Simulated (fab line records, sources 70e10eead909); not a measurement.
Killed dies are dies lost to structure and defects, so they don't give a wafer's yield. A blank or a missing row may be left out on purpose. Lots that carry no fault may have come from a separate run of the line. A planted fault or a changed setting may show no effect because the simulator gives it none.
Which tool was responsible? / flow nand-harc / 36 wafers from 12 lots sampled at 5 of the route's 1302 steps

## WHAT THE GAUGES SHOWED, per wafer
NHARC_END_SORT_01.
lot=L537; measured=day 31 06:33; on=prober-02; killed-at-array=33 36 26; killed-at-other=1 2 2; killed-at-periphery=3 4 6; killed-dies=37 42 34; killed-open=2 5 4; killed-short=2 3 2
lot=L540; measured=day 32 19:04; on=prober-01; killed-at-array=671 675 673; killed-at-other=0 0 0; killed-at-periphery=6 2 3; killed-dies=677 677 676; killed-open=3 4 4; killed-short=4 1 2
lot=L543; measured=day 32 07:11; on=prober-01; killed-at-array=674 671 670; killed-at-other=1 0 0; killed-at-periphery=2 5 6; killed-dies=677 676 676; killed-open=1 3 2; killed-short=4 2 1

## EACH LOT AND THE TOOL THAT RAN IT (in order: tool; ch and the chambers of the sampled wafers; start)
lot=L526; NHARC_A_STAIRCASE_HM_OPEN_463=rie-diel-06 ch 0,3, day 19 04:17 or earlier; NHARC_A_STAIRCASE_DEP_322=pecvd-02 ch 1,2, day 19 04:17; NHARC_A_STAIRCASE_ETCH_444=rie-diel-06 ch 1,2, day 19 20:20; NHARC_A_STAIRCASE_STRIP_446=plasma-asher-01 ch 0,1, day 20 00:20
lot=L527; NHARC_A_STAIRCASE_HM_OPEN_463=rie-diel-02 ch 0,1,2, day 19 16:17 or earlier; NHARC_A_STAIRCASE_DEP_322=pecvd-01 ch 0,1,2, day 19 16:17; NHARC_A_STAIRCASE_ETCH_444=rie-diel-02 ch 1,3, day 20 11:18; NHARC_A_STAIRCASE_STRIP_446=plasma-asher-02 ch 0,1, day 20 15:26
lot=L529; NHARC_A_STAIRCASE_HM_OPEN_463=rie-diel-04 ch 1,2, day 20 09:01 or earlier; NHARC_A_STAIRCASE_DEP_322=pecvd-02 ch 0,1,2, day 20 09:01; NHARC_A_STAIRCASE_ETCH_444=rie-diel-04 ch 0,3, day 21 06:13; NHARC_A_STAIRCASE_STRIP_446=plasma-asher-02 ch 0,1, day 21 10:16
lot=L530; NHARC_A_STAIRCASE_HM_OPEN_463=rie-diel-04 ch 1,2,3, day 21 05:43 or earlier; NHARC_A_STAIRCASE_DEP_322=pecvd-04 ch 0,1,2, day 21 05:43; NHARC_A_STAIRCASE_ETCH_444=rie-diel-02 ch 1,2, day 22 04:14; NHARC_A_STAIRCASE_STRIP_446=plasma-asher-01 ch 0,1, day 22 08:45
lot=L532; NHARC_A_STAIRCASE_HM_OPEN_463=rie-diel-04 ch 0,1,3, day 22 00:38 or earlier; NHARC_A_STAIRCASE_DEP_322=pecvd-04 ch 0,1,2, day 22 00:38; NHARC_A_STAIRCASE_ETCH_444=rie-diel-04 ch 2,3, day 22 19:04; NHARC_A_STAIRCASE_STRIP_446=plasma-asher-02 ch 0,1, day 22 23:44
lot=L535; NHARC_A_STAIRCASE_HM_OPEN_463=rie-diel-02 ch 1,3, day 22 16:38 or earlier; NHARC_A_STAIRCASE_DEP_322=pecvd-02 ch 0,1, day 22 16:38; NHARC_A_STAIRCASE_ETCH_444=rie-diel-06 ch 1,2,3, day 23 12:53; NHARC_A_STAIRCASE_STRIP_446=plasma-asher-01 ch 0,1, day 23 16:48
lot=L533; NHARC_A_STAIRCASE_HM_OPEN_463=rie-diel-02 ch 1,2,3, day 22 16:29 or earlier; NHARC_A_STAIRCASE_DEP_322=pecvd-04 ch 0,1, day 22 16:29; NHARC_A_STAIRCASE_ETCH_444=rie-diel-02 ch 0,1,3, day 23 10:53; NHARC_A_STAIRCASE_STRIP_446=plasma-asher-02 ch 0,1, day 23 14:20
lot=L537; NHARC_A_STAIRCASE_HM_OPEN_463=rie-diel-06 ch 0,1,3, day 24 12:58 or earlier; NHARC_A_STAIRCASE_DEP_322=pecvd-02 ch 0,1,2, day 24 12:58; NHARC_A_STAIRCASE_ETCH_444=rie-diel-02 ch 0,1,2, day 25 12:26; NHARC_A_STAIRCASE_STRIP_446=plasma-asher-02 ch 0,1, day 25 16:49
lot=L540; NHARC_A_STAIRCASE_HM_OPEN_463=rie-diel-04 ch 0,3, day 25 21:34 or earlier; NHARC_A_STAIRCASE_DEP_322=pecvd-01 ch 0,1,2, day 25 21:34; NHARC_A_STAIRCASE_ETCH_444=rie-diel-02 ch 0,1,2, day 26 17:40; NHARC_A_STAIRCASE_STRIP_446=plasma-asher-02 ch 0,1, day 26 21:43
lot=L543; NHARC_A_STAIRCASE_HM_OPEN_463=rie-diel-04 ch 0,1,2, day 25 22:08 or earlier; NHARC_A_STAIRCASE_DEP_322=pecvd-01 ch 0,1,2, day 25 22:08; NHARC_A_STAIRCASE_ETCH_444=rie-diel-02 ch 0,1,3, day 26 14:46; NHARC_A_STAIRCASE_STRIP_446=plasma-asher-02 ch 0,1, day 26 18:49
lot=L544; NHARC_A_STAIRCASE_HM_OPEN_463=rie-diel-06 ch 1,2,3, day 27 00:46 or earlier; NHARC_A_STAIRCASE_DEP_322=pecvd-02 ch 0,1,2, day 27 00:46; NHARC_A_STAIRCASE_ETCH_444=rie-diel-04 ch 0,1,3, day 27 19:58; NHARC_A_STAIRCASE_STRIP_446=plasma-asher-02 ch 0,1, day 27 23:02
lot=L546; NHARC_A_STAIRCASE_HM_OPEN_463=rie-diel-02 ch 1,3, day 28 00:36 or earlier; NHARC_A_STAIRCASE_DEP_322=pecvd-04 ch 0,1,2, day 28 00:36; NHARC_A_STAIRCASE_ETCH_444=rie-diel-04 ch 0,2, day 28 19:59; NHARC_A_STAIRCASE_STRIP_446=plasma-asher-01 ch 0,1, day 29 00:49
- NHARC_A_STAIRCASE_HM_OPEN_463: chemistry O2/COS.
- NHARC_A_STAIRCASE_DEP_322: deposits SiO2, target thk 7200 nm.
- NHARC_A_STAIRCASE_ETCH_444: etches the open film in C4F8/O2, target depth 20400 nm, time 6800 s.
- NHARC_A_STAIRCASE_STRIP_446: strips in O2.

## WHAT THE TOOLS THEMSELVES READ (means of the sampled wafers that have a number; where no wafer has one, the mark that the record gives instead)
NHARC_A_STAIRCASE_HM_OPEN_463.
lot=L526; tool=rie-diel-06; drypump-motor-current-A (A)=5.58; oes-product-au (a.u.)=0.991; rf-vpp-V (V)=470; showerhead-plenum-p-Torr (Torr)=3.28; throttle-valve-pct (%)=28.330
lot=L527; tool=rie-diel-02; drypump-motor-current-A (A)=5.96; oes-product-au (a.u.)=1.009; rf-vpp-V (V)=466; showerhead-plenum-p-Torr (Torr)=3.02; throttle-valve-pct (%)=28.333
lot=L529; tool=rie-diel-04; drypump-motor-current-A (A)=6.05; oes-product-au (a.u.)=0.991; rf-vpp-V (V)=464; showerhead-plenum-p-Torr (Torr)=2.98; throttle-valve-pct (%)=28.326
lot=L530; tool=rie-diel-04; drypump-motor-current-A (A)=6.07; oes-product-au (a.u.)=0.983; rf-vpp-V (V)=463; showerhead-plenum-p-Torr (Torr)=2.95; throttle-valve-pct (%)=28.325
lot=L532; tool=rie-diel-04; drypump-motor-current-A (A)=5.91; oes-product-au (a.u.)=0.996; rf-vpp-V (V)=464; showerhead-plenum-p-Torr (Torr)=2.94; throttle-valve-pct (%)=28.331
lot=L535; tool=rie-diel-02; drypump-motor-current-A (A)=6.00; oes-product-au (a.u.)=0.996; rf-vpp-V (V)=463; showerhead-plenum-p-Torr (Torr)=2.95; throttle-valve-pct (%)=28.327
lot=L533; tool=rie-diel-02; drypump-motor-current-A (A)=6.01; oes-product-au (a.u.)=1.007; rf-vpp-V (V)=465; showerhead-plenum-p-Torr (Torr)=3.01; throttle-valve-pct (%)=28.323
lot=L537; tool=rie-diel-06; drypump-motor-current-A (A)=5.66; oes-product-au (a.u.)=1.009; rf-vpp-V (V)=469; showerhead-plenum-p-Torr (Torr)=3.22; throttle-valve-pct (%)=28.329
lot=L540; tool=rie-diel-04; drypump-motor-current-A (A)=5.80; oes-product-au (a.u.)=1.010; rf-vpp-V (V)=466; showerhead-plenum-p-Torr (Torr)=3.07; throttle-valve-pct (%)=28.327
lot=L543; tool=rie-diel-04; drypump-motor-current-A (A)=5.92; oes-product-au (a.u.)=1.009; rf-vpp-V (V)=464; showerhead-plenum-p-Torr (Torr)=2.95; throttle-valve-pct (%)=28.325
lot=L544; tool=rie-diel-06; drypump-motor-current-A (A)=6.03; oes-product-au (a.u.)=1.005; rf-vpp-V (V)=468; showerhead-plenum-p-Torr (Torr)=3.17; throttle-valve-pct (%)=28.331
lot=L546; tool=rie-diel-02; drypump-motor-current-A (A)=5.99; oes-product-au (a.u.)=1.005; rf-vpp-V (V)=462; showerhead-plenum-p-Torr (Torr)=2.93; throttle-valve-pct (%)=28.326

NHARC_A_STAIRCASE_DEP_322.
lot=L526; tool=pecvd-02; heater-power-outer-w (W)=375; heater-power-w (W)=668; mfc-precursor-sccm (sccm)=200.7
lot=L527; tool=pecvd-01; heater-power-outer-w (W)=401; heater-power-w (W)=740; mfc-precursor-sccm (sccm)=199.8
lot=L529; tool=pecvd-02; heater-power-outer-w (W)=319; heater-power-w (W)=585; mfc-precursor-sccm (sccm)=199.9
lot=L530; tool=pecvd-04; heater-power-outer-w (W)=385; heater-power-w (W)=670; mfc-precursor-sccm (sccm)=199.4
lot=L532; tool=pecvd-04; heater-power-outer-w (W)=379; heater-power-w (W)=669; mfc-precursor-sccm (sccm)=200.7
lot=L535; tool=pecvd-02; heater-power-outer-w (W)=302; heater-power-w (W)=564; mfc-precursor-sccm (sccm)=200.6
lot=L533; tool=pecvd-04; heater-power-outer-w (W)=337; heater-power-w (W)=616; mfc-precursor-sccm (sccm)=200.1
lot=L537; tool=pecvd-02; heater-power-outer-w (W)=387; heater-power-w (W)=692; mfc-precursor-sccm (sccm)=200.0
lot=L540; tool=pecvd-01; heater-power-outer-w (W)=374; heater-power-w (W)=705; mfc-precursor-sccm (sccm)=199.9
lot=L543; tool=pecvd-01; heater-power-outer-w (W)=366; heater-power-w (W)=687; mfc-precursor-sccm (sccm)=200.1
lot=L544; tool=pecvd-02; heater-power-outer-w (W)=312; heater-power-w (W)=562; mfc-precursor-sccm (sccm)=200.3
lot=L546; tool=pecvd-04; heater-power-outer-w (W)=386; heater-power-w (W)=669; mfc-precursor-sccm (sccm)=200.6

NHARC_A_STAIRCASE_ETCH_444.
lot=L526; tool=rie-diel-06; oes-product-au (a.u.)=0.920; rf-vpp-V (V)=805; run-length-s (s)=6821.8
lot=L527; tool=rie-diel-02; oes-product-au (a.u.)=0.919; rf-vpp-V (V)=801; run-length-s (s)=6821.2
lot=L529; tool=rie-diel-04; oes-product-au (a.u.)=0.930; rf-vpp-V (V)=799; run-length-s (s)=6821.6
lot=L530; tool=rie-diel-02; oes-product-au (a.u.)=0.929; rf-vpp-V (V)=806; run-length-s (s)=6821.3
lot=L532; tool=rie-diel-04; oes-product-au (a.u.)=0.915; rf-vpp-V (V)=800; run-length-s (s)=6821.9
lot=L535; tool=rie-diel-06; oes-product-au (a.u.)=0.933; rf-vpp-V (V)=809; run-length-s (s)=6821.6
lot=L533; tool=rie-diel-02; oes-product-au (a.u.)=0.925; rf-vpp-V (V)=800; run-length-s (s)=6821.0
lot=L537; tool=rie-diel-02; oes-product-au (a.u.)=0.938; rf-vpp-V (V)=803; run-length-s (s)=6821.1
lot=L540; tool=rie-diel-02; oes-product-au (a.u.)=0.949; rf-vpp-V (V)=802; run-length-s (s)=7454.2
lot=L543; tool=rie-diel-02; oes-product-au (a.u.)=0.953; rf-vpp-V (V)=800; run-length-s (s)=7454.4
lot=L544; tool=rie-diel-04; oes-product-au (a.u.)=0.924; rf-vpp-V (V)=805; run-length-s (s)=6821.1
lot=L546; tool=rie-diel-04; oes-product-au (a.u.)=0.919; rf-vpp-V (V)=799; run-length-s (s)=6821.7

NHARC_A_STAIRCASE_STRIP_446.
lot=L526; tool=plasma-asher-01; drypump-motor-current-A (A)=6.1; heater-power-w (W)=319
lot=L527; tool=plasma-asher-02; drypump-motor-current-A (A)=5.3; heater-power-w (W)=346
lot=L529; tool=plasma-asher-02; drypump-motor-current-A (A)=5.3; heater-power-w (W)=349
lot=L530; tool=plasma-asher-01; drypump-motor-current-A (A)=6.2; heater-power-w (W)=330
lot=L532; tool=plasma-asher-02; drypump-motor-current-A (A)=5.3; heater-power-w (W)=344
lot=L535; tool=plasma-asher-01; drypump-motor-current-A (A)=6.2; heater-power-w (W)=324
lot=L533; tool=plasma-asher-02; drypump-motor-current-A (A)=5.5; heater-power-w (W)=356
lot=L537; tool=plasma-asher-02; drypump-motor-current-A (A)=5.3; heater-power-w (W)=344
lot=L540; tool=plasma-asher-02; drypump-motor-current-A (A)=5.2; heater-power-w (W)=343
lot=L543; tool=plasma-asher-02; drypump-motor-current-A (A)=5.5; heater-power-w (W)=347
lot=L544; tool=plasma-asher-02; drypump-motor-current-A (A)=5.5; heater-power-w (W)=343
lot=L546; tool=plasma-asher-01; drypump-motor-current-A (A)=6.1; heater-power-w (W)=332

## THE ANSWER, worked out from the rows above alone
Rule: usual is defined by the lots themselves. The widest of any qualifying gaps counts: lots, ordered by their means at a reading, are off when they make up no more than a third of the lots, leave a main group of 4 or more, and stand apart from it by 3 or more times the standard deviation of that group's means. If all means in a main group match to the digits the tables above print for the reading, that group is not used. A lot without any number at a reading at which 4 lots or more have one is off too. Where the step has rows for the other lots, those lots are counted as sound. After the gauges, taken in route order, come the tools' own readings; for these a lot's mean is taken, as printed above. At the first step where some lot is off, the reading lying furthest off is the one used; lots without a number count as furthest.
Off, at NHARC_A_STAIRCASE_ETCH_444 on run-length-s: L540, L543. For the main group the mean is 6821.4 s and the standard deviation 0.31.
A tool fits if, at that step or a process step before it, it ran every lot that is off, and no sound lot after the first of them. NHARC_A_STAIRCASE_HM_OPEN_463: start missing for some lots; hours and lot order therefore follow NHARC_A_STAIRCASE_DEP_322. Can't be told from this: 3 tools fit, rie-diel-04 at NHARC_A_STAIRCASE_HM_OPEN_463, pecvd-01 at NHARC_A_STAIRCASE_DEP_322, rie-diel-02 at NHARC_A_STAIRCASE_ETCH_444.

## WHAT THE SIMULATOR HAD PUT IN
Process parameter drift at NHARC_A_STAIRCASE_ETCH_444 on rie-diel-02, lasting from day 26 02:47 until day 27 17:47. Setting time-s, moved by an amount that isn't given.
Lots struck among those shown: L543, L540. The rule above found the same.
